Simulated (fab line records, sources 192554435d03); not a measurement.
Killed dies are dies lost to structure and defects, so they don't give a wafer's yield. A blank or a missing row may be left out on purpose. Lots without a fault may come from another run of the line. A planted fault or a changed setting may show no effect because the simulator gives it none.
Which tool did it? | flow n5_finfet | 9 lots, 27 wafers sampled, at 6 steps of a route of 1938

WHAT THE GAUGES READ, wafer by wafer
N5_BEOL_M3_THK_MEAS_01. Usual: M3_ILD_THK 79.2 nm, standard deviation 1.1.
lot  | measured     | on            | M3_ILD_THK (nm) | flag
L137 | day 7 04:22  | film_metro-02 | 78.6 78.5 78.7  |
L142 | day 8 04:30  | film_metro-02 | 79.5 79.6 80.6  |
L146 | day 9 03:47  | film_metro-02 | 79.7 80.1 80.6  |
L147 | day 9 14:38  | film_metro-02 | 78.9 80.7 81.1  |
L148 | day 9 17:40  | film_metro-02 | 78.5 80.1 80.0  |
L149 | day 10 04:50 | film_metro-01 | 78.1 77.6 78.4  |
L150 | day 10 09:32 | film_metro-02 | 77.5 78.3 78.7  |
L152 | day 10 23:15 | film_metro-01 | 80.1 80.3 79.9  |
L154 | day 11 10:02 | film_metro-02 | 79.4 78.7 79.1  |

N5_BEOL_M3_INSPECT_13: inspects for defects (brightfield). Usual: raw_defect_count 396, standard deviation 85.
lot  | measured     | on                | raw_defect_count | flag
L137 | day 7 05:15  | defect_inspect-02 | 360 567 299      |
L142 | day 8 05:45  | defect_inspect-01 | 376 354 358      |
L146 | day 9 04:46  | defect_inspect-01 | 423 451 313      |
L147 | day 9 17:25  | defect_inspect-01 | 387 345 507      |
L148 | day 9 19:02  | defect_inspect-01 | 290 289 281      |
L149 | day 10 07:12 | defect_inspect-01 | 434 273 297      |
L150 | day 10 10:31 | defect_inspect-01 | 414 378 466      |
L152 | day 11 00:46 | defect_inspect-01 | 1556 499 539     | OFF
L154 | day 11 10:58 | defect_inspect-01 | 331 580 525      |

N5_BEOL_M4_RC_MEAS_101. Usual: DIBL_N 36.2 mV/V, standard deviation 1.5; DIBL_P 36.2 mV/V, standard deviation 1.7; IOFF_N 0.155 nA/um, standard deviation 0.021; IOFF_P 0.216 nA/um, standard deviation 0.026; ION_N 674 uA/um, standard deviation 11; ION_P 464 uA/um, standard deviation 6.8; SS_N 71.5 mV/dec, standard deviation 0.56; SS_P 73.3 mV/dec, standard deviation 0.6; VT_N 250.2 mV, standard deviation 2.6; VT_P -249.3 mV, standard deviation 2.5.
lot  | measured     | on        | DIBL_N (mV/V)  | DIBL_P (mV/V)  | IOFF_N (nA/um)    | IOFF_P (nA/um)    | ION_N (uA/um) | ION_P (uA/um) | SS_N (mV/dec)  | SS_P (mV/dec)  | VT_N (mV)         | VT_P (mV)            | flag
L137 | day 8 08:34  | prober-01 | 33.3 35.6 36.5 | 33.5 36.3 36.6 | 0.137 0.173 0.191 | 0.185 0.222 0.233 | 679 691 693   | 470 471 477   | 70.5 71.4 72.2 | 73.2 73.4 73.1 | 251.1 247.4 246.9 | -248.6 -246.7 -245.7 |
L142 | day 9 03:25  | prober-02 | 36.6 35.7 36.9 | 37.6 35.8 37.4 | 0.171 0.152 0.170 | 0.210 0.195 0.208 | 688 660 671   | 463 457 458   | 71.6 71.5 71.8 | 73.2 73.6 73.9 | 250.8 254.5 248.4 | -253.2 -252.2 -254.2 |
L146 | day 10 01:16 | prober-01 | 33.5 33.4 34.9 | 34.8 33.9 35.8 | 0.125 0.124 0.144 | 0.189 0.173 0.193 | 662 663 662   | 458 461 450   | 71.1 71.0 70.9 | 72.1 72.5 72.3 | 253.4 252.7 252.0 | -251.0 -254.0 -252.1 |
L147 | day 10 12:46 | prober-01 | 36.2 36.6 36.1 | 35.7 35.4 35.1 | 0.160 0.160 0.150 | 0.229 0.233 0.229 | 659 665 661   | 450 464 458   | 72.8 71.9 71.8 | 72.8 73.5 73.0 | 250.3 251.0 251.0 | -247.6 -246.4 -246.5 |
L148 | day 10 23:38 | prober-01 | 32.9 33.8 33.1 | 33.6 34.4 34.2 | 0.135 0.149 0.141 | 0.209 0.216 0.213 | 687 680 674   | 475 469 468   | 71.5 71.3 70.4 | 72.1 72.6 72.6 | 248.7 249.3 247.7 | -246.3 -247.4 -246.8 |
L149 | day 11 01:03 | prober-02 | 36.9 39.5 36.4 | 36.2 39.9 36.4 | 0.154 0.221 0.158 | 0.235 0.302 0.239 | 662 689 690   | 463 479 473   | 71.2 71.5 72.1 | 72.6 73.6 72.4 | 250.8 242.6 247.0 | -246.5 -245.0 -247.0 |
L150 | day 11 07:05 | prober-02 | 34.9 37.9 37.9 | 34.1 36.4 37.6 | 0.136 0.192 0.188 | 0.184 0.229 0.252 | 666 694 679   | 463 468 470   | 71.4 71.6 71.8 | 73.4 73.6 73.8 | 250.5 244.8 246.0 | -250.3 -249.0 -246.1 |
L152 | day 11 18:53 | prober-01 | 38.2 37.7 37.7 | 39.6 37.5 37.5 | 0.180 0.155 0.155 | 0.242 0.213 0.211 | 678 652 671   | 470 453 462   | 72.0 71.7 71.6 | 74.5 73.4 73.2 | 245.3 250.9 251.0 | -247.1 -250.8 -250.8 |
L154 | day 12 07:09 | prober-01 | 35.3 35.6 37.2 | 35.2 36.4 37.6 | 0.145 0.159 0.184 | 0.212 0.239 0.257 | 668 680 686   | 471 476 473   | 70.9 71.2 72.1 | 73.3 73.7 73.9 | 250.6 248.2 248.1 | -246.6 -248.1 -246.3 |

WHICH TOOL RAN EACH LOT (tool, then ch and the chambers of the sampled wafers, then the start)
lot  | N5_BEOL_M2_PRE_CLEAN_60          | N5_BEOL_M3_PECVD_72             | N5_BEOL_M3_DESCUM_16
L137 | cvd_co-02 ch 0,1, day 7 04:00    | pecvd-03 ch 0,2, day 7 04:24    | rie_diel-01 ch 0,1,3, day 7 05:17
L142 | cvd_co-01 ch 0,2, day 8 04:05    | pecvd-03 ch 0,1,2, day 8 04:32  | rie_diel-03 ch 0,1,2, day 8 05:47
L146 | cvd_co-02 ch 0,1, day 9 03:25    | pecvd-01 ch 0,1, day 9 03:50    | rie_diel-01 ch 1,3, day 9 04:48
L147 | cvd_co-01 ch 0,1, day 9 14:17    | pecvd-02 ch 0,1, day 9 14:41    | rie_diel-03 ch 0,1, day 9 17:28
L148 | cvd_co-02 ch 0,2, day 9 17:17    | pecvd-03 ch 0,1, day 9 17:42    | rie_diel-06 ch 0,1,2, day 9 19:10
L149 | cvd_co-01 ch 0,1,2, day 10 04:29 | pecvd-03 ch 0,1,2, day 10 04:52 | rie_diel-01 ch 0,1,2, day 10 07:21
L150 | cvd_co-01 ch 0,2, day 10 09:08   | pecvd-01 ch 0,2, day 10 09:35   | rie_diel-01 ch 1,2,3, day 10 10:32
L152 | cvd_co-02 ch 1,2, day 10 22:53   | pecvd-03 ch 0,1,2, day 10 23:17 | rie_diel-01 ch 0,2,3, day 11 00:47
L154 | cvd_co-01 ch 0,2, day 11 09:41   | pecvd-01 ch 0,1, day 11 10:04   | rie_diel-03 ch 0,1,2, day 11 10:59
- N5_BEOL_M2_PRE_CLEAN_60: time 15 s.
- N5_BEOL_M3_PECVD_72: deposits SiO2 from TEOS/O2, target thk 16 nm, time 18 s.
- N5_BEOL_M3_DESCUM_16: chemistry O2, time 7 s.

WHAT THE TOOLS THEMSELVES READ (means of the sampled wafers that have a number; where no wafer has one, the mark that the record gives instead)
N5_BEOL_M2_PRE_CLEAN_60. Usual: heater_power_w 74 W, standard deviation 20.
lot  | tool      | heater_power_w (W) | flag
L137 | cvd_co-02 | 70                 |
L142 | cvd_co-01 | 80                 |
L146 | cvd_co-02 | 64                 |
L147 | cvd_co-01 | 52                 |
L148 | cvd_co-02 | 89                 |
L149 | cvd_co-01 | 72                 |
L150 | cvd_co-01 | 80                 |
L152 | cvd_co-02 | 82                 |
L154 | cvd_co-01 | 79                 |

N5_BEOL_M3_PECVD_72. Usual: heater_power_w 720 W, standard deviation 140; showerhead_plenum_p_Torr 8.796 Torr, standard deviation 0.028; throttle_valve_pct 22.4 %, standard deviation 1.7.
lot  | tool     | heater_power_w (W) | showerhead_plenum_p_Torr (Torr) | throttle_valve_pct (%) | flag
L137 | pecvd-03 | 776                | 8.776                           | 21.4                   |
L142 | pecvd-03 | 718                | 8.780                           | 22.6                   |
L146 | pecvd-01 | 727                | 8.811                           | 21.5                   |
L147 | pecvd-02 | 614                | 8.804                           | 23.1                   |
L148 | pecvd-03 | 691                | 8.819                           | 24.2                   |
L149 | pecvd-03 | 783                | 8.805                           | 22.7                   |
L150 | pecvd-01 | 833                | 8.794                           | 20.4                   |
L152 | pecvd-03 | 756                | 8.787                           | 22.8                   |
L154 | pecvd-01 | 664                | 8.821                           | 21.9                   |

N5_BEOL_M3_DESCUM_16. Usual: drypump_motor_current_A 5.8 A, standard deviation 0.52; o2_flow_sccm 225.0 sccm, standard deviation 0.59; oes_product_au 0.79 a.u., standard deviation 0.08; rf_vpp_V 244.0 V, standard deviation 1.3; showerhead_plenum_p_Torr 2.14 Torr, standard deviation 0.064; throttle_valve_pct 20.34 %, standard deviation 0.24.
lot  | tool        | drypump_motor_current_A (A) | o2_flow_sccm (sccm) | oes_product_au (a.u.) | rf_vpp_V (V) | showerhead_plenum_p_Torr (Torr) | throttle_valve_pct (%) | flag
L137 | rie_diel-01 | 5.8                         | 224.9               | 0.85                  | 244.4        | 2.15                            | 20.22                  |
L142 | rie_diel-03 | 5.7                         | 225.0               | 0.74                  | 244.4        | 2.17                            | 20.39                  |
L146 | rie_diel-01 | 5.5                         | 225.4               | 0.86                  | 243.7        | 2.09                            | 20.21                  |
L147 | rie_diel-03 | 5.7                         | 224.4               | 0.73                  | 244.1        | 2.17                            | 20.43                  |
L148 | rie_diel-06 | 5.8                         | 224.9               | 0.82                  | 243.7        | 2.12                            | 20.45                  |
L149 | rie_diel-01 | 5.7                         | 225.4               | 0.76                  | 244.0        | 2.18                            | 20.40                  |
L150 | rie_diel-01 | 5.4                         | 225.6               | 0.79                  | 244.4        | 2.13                            | 20.37                  |
L152 | rie_diel-01 | 5.9                         | 224.9               | 0.75                  | 243.3        | 2.11                            | 20.38                  |
L154 | rie_diel-03 | 5.8                         | 225.0               | 0.71                  | 243.9        | 2.16                            | 20.44                  |

THE ANSWER, worked out from the rows above alone
Rule: a lot is off if the mean of its wafers that have a number lies more than 3 standard deviations from the usual mean. A lot without any number at a reading at which 4 lots or more have one is off too. The other lots that the step has rows for count as sound. The gauges are gone through in route order, then the tools' own readings, and for those a lot's mean is taken as printed above. The first step at which some lot is off is used, and at that step the reading that is off furthest; a lot without a number counts as furthest.
Off: L152, at N5_BEOL_M3_INSPECT_13 (raw_defect_count).
A tool fits if, at a process step before that reading, it ran every lot that is off, and no sound lot after the first of them. The gauges at N5_BEOL_M3_INSPECT_13 are tried like those tools. Can't be told from this: 2 tools fit, cvd_co-02 at N5_BEOL_M2_PRE_CLEAN_60, pecvd-03 at N5_BEOL_M3_PECVD_72.

WHAT THE SIMULATOR HAD PUT IN
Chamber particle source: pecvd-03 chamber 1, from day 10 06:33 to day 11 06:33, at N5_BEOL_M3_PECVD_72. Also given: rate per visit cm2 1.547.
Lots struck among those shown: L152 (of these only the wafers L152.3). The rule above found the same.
